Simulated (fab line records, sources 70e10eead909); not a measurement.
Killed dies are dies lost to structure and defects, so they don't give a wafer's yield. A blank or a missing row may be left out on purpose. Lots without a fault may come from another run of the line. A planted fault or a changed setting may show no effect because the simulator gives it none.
fab line records | flow nand_harc
record lots=5 wafers=15 last_day=32
route steps=1302 shown P_ZERO_WELL@44
lots that met no fault: from a run of the same line without faults
start_h: hours from the record's first day to the start of the lot's first wafer shown | wait_h: hours since the lot's step before | " the same as in the row above | L1.1+2: a row that stands for several wafers | - no value, or no start given | * or withheld: withheld | < > ~ a bound
route shown NAME@n: a module of which the file shows steps, and the number in the route of the first | usual: mean/standard deviation of fault-free wafers | same: alike in all rows | chamber/n: place in a boat | sites: the reading at each site | _std_site: their standard deviation | _edge_site: outer sites' mean less inner sites' | radius_mm: how far each site lies from the wafer's centre | mask NAME#n: copy n | behind: the tool/chamber that last shaped the wafer | hold: why the lot was held/for how many hours/how that ended | device: the transistor (n, p or np) that didn't switch | end of line: the same wafers' tests at the end of the route | a step without rows: its recipe alone | killed: dies lost to structure and defects at the first sort, not the wafer's yield | map: a wafer's dies, x killed, . not, _ none there
set.NAME: the setting as run; set.NAME@STEP: as run at that earlier step | model.NAME: the simulator's own value behind a step, which no gauge read
lots at some steps of the route; a table a step, a row a wafer
services: from which hour (start_h, from the record's first day; less than 0 if before it) a tool's chamber was out of use, for how many hours, and why
## steps
# step NHARC_P_ZERO_WELL_CD_MEAS_37
# recipe target_cd_nm=720 landing_energy_ev=500
# usual cd_nm=720.4/1.4
# same landing_energy_ev=500
# columns lot.wafer tool chamber start_h wait_h cd_nm
L722.1 cd_sem-03 0 34.38 - 720.9
L722.2 " 0 " " 721.5
L722.6 " 0 " " 721.8
L726.2 cd_sem-02 0 74.10 - 719.6
L726.4 " 0 " " 719.3
L726.6 " 0 " " 720.9
L739.1 cd_sem-03 0 205.94 - 720.7
L739.2 " 0 " " 720.2
L739.3 " 0 " " 720.8
L740.1 cd_sem-03 0 214.24 - 721.2
L740.2 " 0 " " 719.3
L740.3 " 0 " " 719.5
L741.2 cd_sem-02 0 224.17 - 718.7
L741.5 " 0 " " 719.4
L741.6 " 0 " " 719.6
# step NHARC_P_ZERO_WELL_HARDBAKE_38
# recipe temp_c=125 time_s=80
# step NHARC_P_ZERO_WELL_DESCUM_39
# recipe time_s=3 o2_flow_sccm=200 ar_flow_sccm=0 bias_power_w=0 chemistry=O2
# usual drypump_motor_current_A=5.6/0.33 mfc_ar_sccm=0.014/0.015 oes_product_au=1.000/0.0076 rf_vpp_V=57.8/1 showerhead_plenum_p_Torr=1.93/0.09 throttle_valve_pct=11.311/0.0092
# columns lot.wafer tool chamber start_h wait_h drypump_motor_current_A mfc_ar_sccm oes_product_au rf_hours_counter_h rf_vpp_V showerhead_plenum_p_Torr throttle_valve_pct
L722.1 rie_diel-07 2 34.55 - 5.6 0 0.998 22 58.0 1.94 11.310
L722.2 " 3 " " 6.0 0.018 1.003 26 57.1 1.99 11.315
L722.6 " 1 " " 5.5 0.021 1.001 - 56.7 1.92 11.320
L726.2 rie_diel-04 1 74.25 - 4.8 0.024 0.995 18 57.7 1.85 11.317
L726.4 " 0 " " 5.8 0 0.987 18 58.1 1.95 11.320
L726.6 " 1 " " 4.8 0.024 1.006 - 59.5 1.85 11.303
L739.3 rie_diel-07 3 206.10 - 6.0 0.018 0.999 25 58.9 1.97 11.317
L739.2 " 0 " " 5.8 0 1.004 27 57.9 2.01 11.314
L739.1 " 2 " " 5.6 0 0.999 26 56.4 1.92 11.301
L740.1 rie_diel-08 3 214.42 - 5.7 0 1.003 6 57.8 1.89 11.307
L740.3 " 0 " " 5.3 0 0.996 5 58.3 2.05 11.303
L740.2 " 1 " " 6.0 0.044 1.001 7 55.8 1.79 11.313
L741.2 rie_diel-04 1 224.41 - 4.8 0.024 1.006 11 57.2 1.84 11.308
L741.6 " 0 " " 5.8 0 0.994 - 59.0 1.93 11.295
L741.5 " 1 " " 4.8 0.024 0.997 - 57.0 1.84 11.311
# step NHARC_P_ZERO_WELL_IMPLANT_40
# recipe energy_kev=300 dose_cm2=1e+13 tilt_deg=7
# step NHARC_P_ZERO_WELL_IMPLANT_59
# recipe energy_kev=120 dose_cm2=5e+12 tilt_deg=7
# step NHARC_P_ZERO_WELL_IMPLANT_60
# recipe energy_kev=30 dose_cm2=2e+12 tilt_deg=7
# step NHARC_P_ZERO_WELL_STRIP_41
# recipe time_s=840 temp_c=130 chemistry=SPM
# step NHARC_P_ZERO_WELL_DEHYDRATE_44
# recipe temp_c=150 time_s=120
# step NHARC_P_ZERO_WELL_HMDS_45
# recipe time_s=30
# step NHARC_P_ZERO_WELL_COAT_46
# recipe spin_rpm=withheld
# step NHARC_P_ZERO_WELL_SOFTBAKE_47
# recipe temp_c=122 time_s=95
# step NHARC_P_ZERO_WELL_EBR_48
# step NHARC_P_ZERO_WELL_EXPOSE_49
# recipe na=0.6 target_cd_nm=2000 dose_mj=22.64 mask_id=P_HVPW
# usual stage_vel_mm_s=500.00/0.25
# columns lot.wafer tool chamber start_h wait_h mask stage_vel_mm_s
L722.1 krf_scanner-02 0 35.86 - P_HVPW#0 500.31
L722.2 " 0 " " P_HVPW#0 500.31
L722.6 " 0 " " P_HVPW#0 500.32
L726.2 krf_scanner-01 0 75.46 - P_HVPW_R1#0 500.30
L726.4 " 0 " " P_HVPW_R1#0 500.28
L726.6 " 0 " " P_HVPW_R1#0 499.97
L739.1 krf_scanner-03 0 207.30 - P_HVPW#0 499.59
L739.2 " 0 " " P_HVPW#0 499.74
L739.3 " 0 " " P_HVPW#0 499.63
L740.1 krf_scanner-01 0 215.73 - P_HVPW#0 499.60
L740.2 " 0 " " P_HVPW#0 500.17
L740.3 " 0 " " P_HVPW#0 499.62
L741.2 krf_scanner-02 0 225.72 - P_HVPW#0 500.18
L741.5 " 0 " " P_HVPW#0 500.15
L741.6 " 0 " " P_HVPW#0 499.98
# step NHARC_P_ZERO_WELL_PEB_50
# recipe peb_temp_c=118 peb_time_s=85
# step NHARC_P_ZERO_WELL_DEVELOP_51
# recipe time_s=70
# step NHARC_P_ZERO_WELL_CD_MEAS_52
# recipe target_cd_nm=2000 landing_energy_ev=500
# usual cd_nm=1999.6/1.3
# same landing_energy_ev=500
# columns lot.wafer tool chamber start_h wait_h cd_nm
L722.1 cd_sem-01 0 36.02 - 2001.6
L722.2 " 0 " " 2000.3
L722.6 " 0 " " 2003.0
L726.2 cd_sem-03 0 75.62 - 1912.0
L726.4 " 0 " " 1913.0
L726.6 " 0 " " 1913.7
L739.1 cd_sem-03 0 207.45 - 1998.5
L739.2 " 0 " " 2000.6
L739.3 " 0 " " 2000.3
L740.1 cd_sem-02 0 215.89 - 1998.1
L740.2 " 0 " " 1998.4
L740.3 " 0 " " 1998.0
L741.2 cd_sem-03 0 225.87 - 1998.5
L741.5 " 0 " " 1997.5
L741.6 " 0 " " 2000.0
# step NHARC_P_ZERO_WELL_HARDBAKE_53
# recipe temp_c=125 time_s=80
# step NHARC_P_ZERO_WELL_DESCUM_54
# recipe time_s=3 o2_flow_sccm=200 ar_flow_sccm=0 bias_power_w=0 chemistry=O2
# usual drypump_motor_current_A=5.6/0.32 mfc_ar_sccm=0.014/0.013 oes_product_au=1.000/0.0076 rf_vpp_V=57.9/0.97 showerhead_plenum_p_Torr=1.95/0.079 throttle_valve_pct=11.311/0.009
# columns lot.wafer tool chamber start_h wait_h drypump_motor_current_A mfc_ar_sccm oes_product_au rf_hours_counter_h rf_vpp_V showerhead_plenum_p_Torr throttle_valve_pct model.P_ZERO_WELL.cd_nm
L722.1 rie_diel-07 2 36.19 - 5.6 0 0.999 22 57.2 1.94 11.297 2002
L722.2 " 0 " " 5.8 0 1.000 27 59.6 2.03 11.306 2001
L722.6 " 1 " " 5.5 0.021 1.009 - 58.6 1.91 11.308 2004
L726.4 rie_diel-04 1 75.80 - 4.8 0.024 1.007 18 58.3 1.85 11.310 1913
L726.2 " 2 " " 5.8 0.014 1.000 18 57.7 2.07 11.294 1912
L726.6 " 0 " " 5.8 0 1.001 - 56.3 1.95 11.309 1913
L739.2 rie_diel-08 0 207.61 - 5.3 0 0.997 3 57.1 2.05 11.303 2000
L739.3 " 1 " " 6.0 0.044 0.994 6 55.8 1.79 11.328 2000
L739.1 " 2 " " 5.4 0.020 1.008 6 56.5 1.85 11.316 1998
L740.1 rie_diel-04 3 216.09 - 5.3 0.023 0.990 8 57.3 1.99 11.310 1998
L740.2 " 0 " " 5.8 0 0.997 10 57.9 1.93 11.295 1998
L740.3 " 1 " " 4.8 0.024 0.999 9 56.9 1.84 11.313 1998
L741.2 rie_diel-07 2 226.06 - 5.7 0 0.988 31 58.0 1.92 11.320 1999
L741.6 " 0 " " 5.8 0 0.990 - 59.0 2.01 11.301 2000
L741.5 " 1 " " 5.5 0.021 0.987 - 58.0 1.90 11.317 1998
# step NHARC_P_ZERO_WELL_IMPLANT_55
# recipe energy_kev=180 dose_cm2=8e+11 tilt_deg=7
## services
# columns tool chamber start_h hours kind
rie_diel-08 0 12.17 2.8 repair
rie_diel-08 - 13.88 9.0 pm
krf_scanner-01 - 19.59 1.0 repair
rie_diel-08 1 24.19 3.4 repair
krf_scanner-02 - 28.38 1.5 repair
krf_scanner-02 - 51.82 0.4 repair
rie_diel-07 0 57.62 7.4 repair
rie_diel-08 0 83.03 2.4 repair
rie_diel-04 2 92.89 18.3 repair
rie_diel-04 1 93.89 7.1 repair
rie_diel-07 1 93.96 6.0 repair
krf_scanner-02 - 94.00 4.0 pm
rie_diel-04 3 95.78 7.0 repair
rie_diel-04 1 106.34 1.8 repair
rie_diel-07 3 113.06 3.9 repair
rie_diel-07 - 117.56 9.0 pm
krf_scanner-01 - 133.29 9.4 repair
krf_scanner-01 - 144.55 4.0 pm
rie_diel-04 0 155.86 3.0 repair
rie_diel-04 - 172.76 2.1 repair
krf_scanner-01 - 176.73 4.5 repair
rie_diel-04 - 179.20 9.0 pm
rie_diel-07 1 189.88 3.8 repair
rie_diel-08 - 190.91 9.0 pm
## key
first_sign step=NHARC_P_ZERO_WELL_EXPOSE_49 reading=mask direction=changed
effect step=NHARC_P_ZERO_WELL_CD_MEAS_52 reading=cd_nm direction=down sigmas=66 usual=1999.6 struck=1912.9
model_effect step=NHARC_P_ZERO_WELL_DESCUM_54 value=P_ZERO_WELL.cd_nm without=2000 struck=1913
met_at NHARC_P_ZERO_WELL_EXPOSE_49
struck_wafers L726.2,L726.4,L726.6
tester_left_out L726
fault kind=wrong_mask tool=any chamber=- onset_h=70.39 steps=NHARC_P_ZERO_WELL_EXPOSE_49 aux_copy=P_HVPW_R1#0 cd_offset_nm=-87.801 scope=struck_lots_only
# tester_left_out: of these lots the tester's yield and bins aren't shown, on N5 and GAA mostly nor the transistor test; their killed dies are dies lost to structure and defects alone, not to doping, threshold or leakage, so they don't give the yield
